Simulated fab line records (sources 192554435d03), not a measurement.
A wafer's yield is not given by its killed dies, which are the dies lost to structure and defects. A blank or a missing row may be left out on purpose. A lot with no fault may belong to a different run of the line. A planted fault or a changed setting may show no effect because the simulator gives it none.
fab line records ; flow n5Finfet
[record] lots = 3; wafers = 9; lastDay = 17
route steps=1938 shown BEOL_M15@1802 PASS1_DEP@1831 MIM_BOT@1832 MIM_TOP@1834 MIM_TOP_LITHO@1839 PASSIVATION@1936
lots that met no fault: from a run of the same line without faults
startH: hours from the record's opening day to when the first of the lot's shown wafers began ; waitH: how many hours have passed since the lot's step before this one ; " the same as in the row above ; L1.1+2: a row that stands for several wafers ; - value missing, or start not given ; * or withheld: withheld ; < > ~ a bound
route shown NAME@n: a module of which the file shows steps, and the number in the route of the first ; usual: average and standard deviation across the fault-free wafers ; same: alike in all rows ; chamber/n: place in a boat ; sites: the reading at each site ; _std_site: how widely they spread, as a standard deviation ; _edge_site: inner sites' mean taken away from outer sites' mean ; radiusMm: how far each site lies from the wafer's centre ; mask NAME#n: copy n ; behind: the tool/chamber that last shaped the wafer ; hold: cause of the lot's hold/its duration in hours/its outcome ; device: whichever transistor did not switch (one of n, p or np) ; end of line: tests of these same wafers at the route's end ; a step without rows: its recipe alone ; killed: count of dies lost to structure and defects at first sort (not the wafer's yield) ; map: dies across one wafer; x = killed, . = not, _ = none there
set.NAME: setting as actually run; set.NAME@STEP: the setting as run at that earlier step ; model.NAME: the simulator's own value behind a step, which no gauge read
a table for each step, a row for each wafer; lots at some steps of the route
services: from which hour (startH, from the record's first day; less than 0 if before it) a tool's chamber was out of use, for how many hours, and why
[[steps]]
[step N5_BEOL_M15_DEVELOP_27]
[recipe] developTimeS = 45; rinseLiquid = diw; dry = airSpin; devTempC = 21
[step N5_BEOL_M15_HARDBAKE_32]
[recipe] tempC = 130; timeS = 120
[step N5_BEOL_M15_DESCUM_33]
[recipe] chemistry = O2; timeS = 7.9; sourcePowerW = 50; biasPowerW = 20; pressureMtorr = 20; rfFrequencyHz = 2.712e+07; tempC = 40; o2FlowSccm = 225
[step N5_BEOL_M15_ETCH_61]
[recipe] chemistry = N2/H2; target = BARC; targetDepthA = 890; overetchA = 267; timeS = 67.9; ionEnergyEv = 200; pressureMtorr = 30; sourceW = 840; biasW = 150; n2FlowSccm = 200; h2FlowSccm = 200
[step N5_BEOL_M15_TRENCH_ETCH_34]
[recipe] chemistry = C4F8/O2/Ar; target = SiO2; targetDepthA = 8729.3; heInnerTorr = 15; heOuterTorr = 30; timeS = 199; ionEnergyEv = 800; pressureMtorr = 20; sourceW = 1905; biasW = 2040; Ar_flow_sccm = 400; C4F8_flow_sccm = 16; O2_flow_sccm = 12
[step N5_BEOL_M15_STRIP_36]
[recipe] chemistry = O2; powerW = 600; tempC = 60; pressureMtorr = 30; rfFrequencyHz = 6e+07; biasPowerW = 0; overashFraction = 0.3; o2FlowSccm = 225
[step N5_BEOL_M15_STRIP_62]
[recipe] chemistry = O2; powerW = 600; tempC = 60; pressureMtorr = 30; rfFrequencyHz = 6e+07; biasPowerW = 0; overashFraction = 0.3; o2FlowSccm = 225
[step N5_BEOL_M15_STRIP_37]
[recipe] chemistry = O2; powerW = 600; tempC = 60; pressureMtorr = 30; rfFrequencyHz = 6e+07; biasPowerW = 0; overashFraction = 0.3; o2FlowSccm = 225
[step N5_BEOL_M15_ETCH_38]
[recipe] chemistry = CF4/N2; target = SiCN; targetDepthA = 1064; taperDeg = 2; timeS = 120.5; ionEnergyEv = 150; maskMaterial = SiO2; pressureMtorr = 40; sourceW = 430; biasW = 70; Ar_flow_sccm = 100; cf4FlowSccm = 60; n2FlowSccm = 60
[usual] biasW = 70.00/0.22; cf4FlowSccm = 59.98/0.17; drypumpMotorCurrentA = 5.91/0.29; oesProductAu = 0.78/0.076; rfVppV = 382.3/1.7; showerheadPlenumPTorr = 2.20/0.056; throttleValvePct = 15.41/0.22
lot.wafer;tool;chamber;startH;waitH;biasW;cf4FlowSccm;drypumpMotorCurrentA;oesProductAu;rfHoursCounterH;rfVppV;showerheadPlenumPTorr;throttleValvePct
L724.3;rieDiel-03;2;266.11;-;69.85;60.23;6.03;0.80;112;382.9;2.24;15.52
L724.4;rieDiel-03;1;266.11;-;70.03;60.13;5.49;0.67;-;383.1;2.17;15.84
L724.5;rieDiel-03;0;266.11;-;69.86;60.02;5.72;0.75;-;378.9;2.11;15.57
L742.1;rieDiel-02;2;386.08;-;69.85;60.03;5.97;0.71;232;382.2;2.18;15.41
L742.2;rieDiel-02;1;386.08;-;69.80;59.97;5.98;0.78;129;385.9;2.30;15.31
L742.4;rieDiel-02;3;386.08;-;70.02;59.96;6.13;0.83;76;381.8;2.16;15.30
L743.3;rieDiel-03;0;389.33;-;69.85;60.28;5.72;0.73;227;379.2;2.10;15.64
L743.4;rieDiel-03;1;389.33;-;70.13;59.60;5.48;0.94;10;381.4;2.16;15.38
L743.5;rieDiel-03;2;389.33;-;70.04;60.18;6.05;0.75;-;383.0;2.22;15.61
[step N5_BEOL_M15_PRECLEAN_39]
[recipe] chemistry = residueRemover; timeS = 60; tempC = 40
[step N5_BEOL_M15_SRD_40]
[recipe] timeS = 30; tempC = 23; rinseLiquid = diw; dry = n2Spin; spinRpm = 1500; dryTimeS = 30
[step N5_BEOL_M15_DEGAS_41]
[recipe] ambient = vacuum; tempC = 300; timeS = 60
[step N5_BEOL_M15_PRE_CLEAN_42]
[recipe] gas = H2/He; timeS = 30; tempC = 300
[step N5_BEOL_M15_SPUTTER_43]
[recipe] material = TaN; targetThkA = 150; tempC = 50; biasV = 168.6; powerW = 15000; chamberPressurePa = 0.12; timeS = 24.19
[step N5_BEOL_M15_SPUTTER_44]
[recipe] material = Ta; targetThkA = 150; tempC = 50; biasV = 80; powerW = 15000; chamberPressurePa = 0.07; timeS = 24.19
[step N5_BEOL_M15_SPUTTER_45]
[recipe] material = Cu; targetThkA = 1000; tempC = -20; biasV = 60; powerW = 26000; chamberPressurePa = 0.13; timeS = 16.67
[step N5_BEOL_M15_ECD_47]
[recipe] material = Cu; targetThkA = 18600
[step N5_BEOL_M15_ANNEAL_48]
[recipe] tempC = 225; timeS = 90; ambient = N2
[step N5_BEOL_M15_CMP_49]
[recipe] stopOn = SiO2; tOverpolishS = 4.9; downForcePsi = 2; platenRpm = 80; clearingPlatenDownForcePsi = 2; clearingPlatenRpm = 80; postCmpClean = cuAlkaline; targetThkNm = 850; clearingPlatenPadVelocityMS = 1.5917; padVelocityMS = 1.5917
[step N5_BEOL_M15_PRE_CLEAN_52]
[recipe] gas = NH3; timeS = 15; tempC = withheld; rfPowerW = 300
[step N5_BEOL_M15_DEP_53]
[recipe] material = SiCN; targetThkA = 500; tempC = withheld; precursor = 3MS/NH3; pressureTorr = 3; rfW = 675; timeS = 17.8
[step N5_PASSIVATION_PECVD_00]
[recipe] material = SiO2; targetThkA = 2000; tempC = 400; precursor = SiH4/N2O; pressureTorr = 2.7; rfW = 608; timeS = 11.2
[step N5_MIM_BOT_DEGAS_01]
[recipe] ambient = vacuum; tempC = 300; timeS = 60
[step N5_MIM_BOT_SPUTTER_00]
[recipe] material = TiN; targetThkA = 350; tempC = 200; powerW = 3000; chamberPressurePa = 0.49996; gas = Ar; reactivePartialPa = 0.37997; timeS = 89.7
[step N5_MIM_TOP_ALD_00]
[recipe] material = Al2O3; targetThkA = *; tempC = withheld; aldPrecursorFamily = TMA; aldCoReactant = O3; pulseTimeS = withheld; purgeTimeS = 3; coReactantPurgeTimeS = withheld; coReactantPulseTimeS = 3; aldCycles = withheld
[step N5_MIM_TOP_ALD_01]
[recipe] material = HfO2; targetThkA = 56; tempC = withheld; aldPrecursorFamily = Hf-amide; aldCoReactant = O3; pulseTimeS = 1; purgeTimeS = 3; coReactantPurgeTimeS = 2; coReactantPulseTimeS = 3; aldCycles = 62
[step N5_MIM_TOP_ALD_02]
[recipe] material = Al2O3; targetThkA = *; tempC = withheld; aldPrecursorFamily = TMA; aldCoReactant = O3; pulseTimeS = withheld; purgeTimeS = 3; coReactantPurgeTimeS = withheld; coReactantPulseTimeS = 3; aldCycles = withheld
[step N5_MIM_TOP_DEGAS_04]
[recipe] ambient = vacuum; tempC = 300; timeS = 60
[step N5_MIM_TOP_SPUTTER_03]
[recipe] material = TiN; targetThkA = 350; tempC = 200; powerW = 3000; chamberPressurePa = 0.49996; gas = Ar; reactivePartialPa = 0.37997; timeS = 89.7
[step N5_MIM_TOP_LITHO_HMDS_01]
[recipe] timeS = 60; tempC = 120
[step N5_MIM_TOP_LITHO_COAT_02]
[recipe] spinRpm = *; resistThkNm = *
[step N5_MIM_TOP_LITHO_EBR_04]
[recipe] solvent = PGMEA; ebrWidthMm = 1.5
[step N5_MIM_TOP_LITHO_SOFTBAKE_03]
[recipe] tempC = 100; timeS = 90
[step N5_MIM_TOP_LITHO_EXPOSE_05]
[recipe] maskId = MIM_TOP; na = 0.55; sourceShape = conventional; sigmaOuter = 0.8; polarization = unpolarized; targetCdNm = 2000; doseMj = 20.5
[step N5_PASSIVATION_PROBE_49]
[usual] killed_at_M0_to_M3 = 35/11; killed_at_M4_up = 13/5.7; killedAtContacts = 12/5.7; killedAtFrontEnd = 40/11; killedAtOther = 4/4.4; killedDies = 105/18; killedOpen = 68/14; killedShort = 34/7.4
[same] grossDies = 1180; killedAtBackSide = 0
lot.wafer;tool;chamber;startH;waitH;killed_at_M0_to_M3;killed_at_M4_up;killedAtContacts;killedAtFrontEnd;killedAtOther;killedDies;killedOpen;killedShort
L743.3;prober-02;-;405.46;0.1;31;56;18;35;4;144;56;30
L743.4;prober-02;-;405.51;0.2;21;111;8;32;4;176;61;23
L743.5;prober-02;-;405.56;0.2;22;84;9;30;8;153;48;22
// killed by level:class
L743.3 BEOL_M15:unspecified=49 BEOL_M3:geometricParticle:open=16 MOL_CONTACT_COAG:geometricParticle:open=15 FIN_CUT:areaEtch=6 FIN_SAQP:geometricParticle:short=5 BEOL_M2:geometricParticle:open=4 STARTING-WAFER:geometricParticle:short=4 DUMMY_GATE:geometricParticle:open=3
L743.4 BEOL_M15:unspecified=92 MOL_CONTACT_COAG:geometricParticle:open=7 BEOL_M0:geometricParticle:open=7 STARTING-WAFER:geometricParticle:open=7 FIN_SAQP:geometricParticle:open=6 FIN_SAQP:geometricParticle:short=4 STI_FIN_REVEAL:geometricParticle:open=4 DUMMY_GATE:geometricParticle:open=4
L743.5 BEOL_M15:unspecified=77 BEOL_M3:geometricParticle:open=8 STI_FIN_REVEAL:geometricParticle:open=6 FIN_SAQP:geometricParticle:open=5 BEOL_M2:geometricParticle:open=5 MIM_TOP_ETCH:geometricParticle:short=5 HKMG_FIN:areaEtch=5 MOL_CONTACT_COAG:geometricParticle:open=4
// map L743.4 (x killed, . not)
_________________....x.......________________
______________..xx.........x.x.._____________
___________....x.............x.....__________
__________............x.x......x...._________
________...x....x.....x.x.........x..._______
_______...........................x....______
______.....x..........................x._____
_____..x...................x....x...x....____
____x...x.........x................x.x....___
___..............................x.........__
___.........................x............x.__
__.x................x...x.......x..........._
__.....x................x........x.x........_
_.....x..........x...........................
_........xx.....x...x.......x................
_.......................x.........x....x..x..
_....................x.......................
_.....x................x.....................
_.........x...............x.....x............
_...........................x..x.............
_..x......x.............................x.x..
__....x.....x..........x...................._
__........x.xx.x.x.x.....x.......x....x....._
___......x.x.x.xxxx.xx........x..........x.__
___.......xxxxxxxx.x.x...................x.__
____...xx.xxxxxxxxxx......................___
_____..xx.xxxxxxxxxx...........x....x....____
______...xxxxxxxxxxxxx.................._____
_______xxx.xxxxxxxxx......x............______
________xxxx.xxxxxxxx....x...........x_______
__________..x.xxxx.x................_________
___________xxxx...xx...............__________
______________..x.....x..x......_____________
_________________............________________
// map L724.4 (x killed, . not)
_________________.x.......x..________________
______________.....x........x..._____________
___________............xxx.....x...__________
__________.........................._________
________...............x..........x..._______
_______......................x........x______
______.x.......x..x.x..................._____
_____....xx...x............x.............____
____.............x......x.....x..x........___
___............x.......................xx..__
___................x.x..x...........x......__
__............................x.x..........._
__........x.........x......................._
_......................x..........x.x...x....
_..x.......x..x.............................x
_....x..........xx.....x...............x.x...
_..x................x..........x.......x...xx
_.xx...................................x..x..
_....x.........x......x....x.....x.x...x.....
_......x......x.........x......x.....x.......
_x.........x....x.....x....xx....x..x........
__...x...............x........x............._
__..x.....x..............x.....x............_
___.x...............xxx....x.x.............__
___..................xx...........x.....x.x__
____xx...x.x...........x....x.....x...x...___
_____....x...............................____
______.............x...................._____
_______.....x....................x.....______
________...............x..x..........._______
__________.........................._________
___________...x................x...__________
______________.....x............_____________
_________________............________________
[[services]]
tool;chamber;startH;hours;kind
rieDiel-03;3;265.27;-;clean
rieDiel-03;3;265.27;-;consumableReplace:esc
rieDiel-03;3;265.27;-;consumableReplace:focusRing
rieDiel-03;3;265.27;20.3;scheduledDown
rieDiel-03;3;265.27;20.3;ventCycle
rieDiel-03;1;324.62;-;clean
rieDiel-03;1;324.62;-;consumableReplace:focusRing
rieDiel-03;1;324.62;24.0;scheduledDown
rieDiel-03;1;324.62;24.0;ventCycle
rieDiel-02;2;343.65;3.2;repair
rieDiel-03;1;367.60;2.7;repair
rieDiel-02;0;372.38;12.3;repair
[[key]]
[firstSign] step = N5_PASSIVATION_PROBE_49; reading = killed_at_M4_up; direction = up; sigmas = 12; usual = 13; struck = 84
[effect] step = N5_PASSIVATION_PROBE_49; reading = killedDies; direction = up; sigmas = 3; usual = 105; struck = 158
[moreKillsBornAt] N5_BEOL_M15_ETCH_38@rieDiel-03 = 218
metAt N5_BEOL_M15_ETCH_38
struckWafers L743.3,L743.4,L743.5
testerLeftOut L743
onsetBetween 266.11 389.33
alsoFits time
[earlierFault] kind = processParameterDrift; tool = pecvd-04; chamber = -; onsetH = 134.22; steps = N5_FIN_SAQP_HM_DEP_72; channel = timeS; offset = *; shape = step; actsIn = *; stated = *
[fault] kind = chamberParticleSource; tool = rieDiel-03; chamber = -; onsetH = 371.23; steps = N5_BEOL_M15_ETCH_38; ratePerVisitCm2 = 0.4142
// testerLeftOut: of these lots the tester's yield and bins aren't shown, on N5 and GAA mostly nor the transistor test; their killed dies are dies lost to structure and defects alone, not to doping, threshold or leakage, so they don't give the yield
